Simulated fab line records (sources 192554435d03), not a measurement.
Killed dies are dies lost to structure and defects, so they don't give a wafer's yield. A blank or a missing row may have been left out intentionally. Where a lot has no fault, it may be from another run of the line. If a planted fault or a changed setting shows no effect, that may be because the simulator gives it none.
The tool behind it: which one? | flow n5 finfet | 36 wafers sampled from 12 lots at 1 step of a route of 1938

## WHAT THE GAUGES SHOWED, per wafer
N5_BEOL_M14_OVL_MEAS_11.
lot  | measured     | on         | V13_OVL (nm)
L074 | day 13 03:46 | overlay-02 | 5 3 3
L077 | day 13 23:44 | overlay-02 | -8 -2 -10
L080 | day 14 10:13 | overlay-01 | 0 -1 -5
L081 | day 14 13:17 | overlay-02 | 7 1 -6
L082 | day 15 12:31 | overlay-01 | -1 -9 -3
L084 | day 15 22:28 | overlay-01 | 4 4 9
L087 | day 16 06:28 | overlay-02 | -5 1 1
L085 | day 16 16:52 | overlay-02 | -1 4 9
L091 | day 17 01:37 | overlay-01 | 13 18 9
L092 | day 17 21:29 | overlay-01 | 7 -2 -1
L095 | day 18 14:43 | overlay-01 | -6 -3 -8
L097 | day 19 13:01 | overlay-02 | 4 2 7

## WHAT TOOL EACH LOT RAN ON (gives the tool, then ch and the chambers of the sampled wafers, and finally the start)
Before these readings, the record contains no process step.

## THE ANSWER, worked out from the rows above alone
Rule: the lots themselves supply what counts as usual. Put in order of their means at a reading, lots are off if they are a third of the lots or fewer, leave a main group of 4 or more, and stand apart from it by a gap of 3 or more times the standard deviation of the main group's means; of several such gaps the widest counts. The tables above print the reading to a certain number of digits; a main group whose means all agree to those digits is not used. A lot without any number at a reading at which 4 lots or more have one is off too. All remaining lots with rows at the step are treated as sound.
None of the lots is off at any reading shown; this tells nothing.

## WHAT THE SIMULATOR HAD INSERTED
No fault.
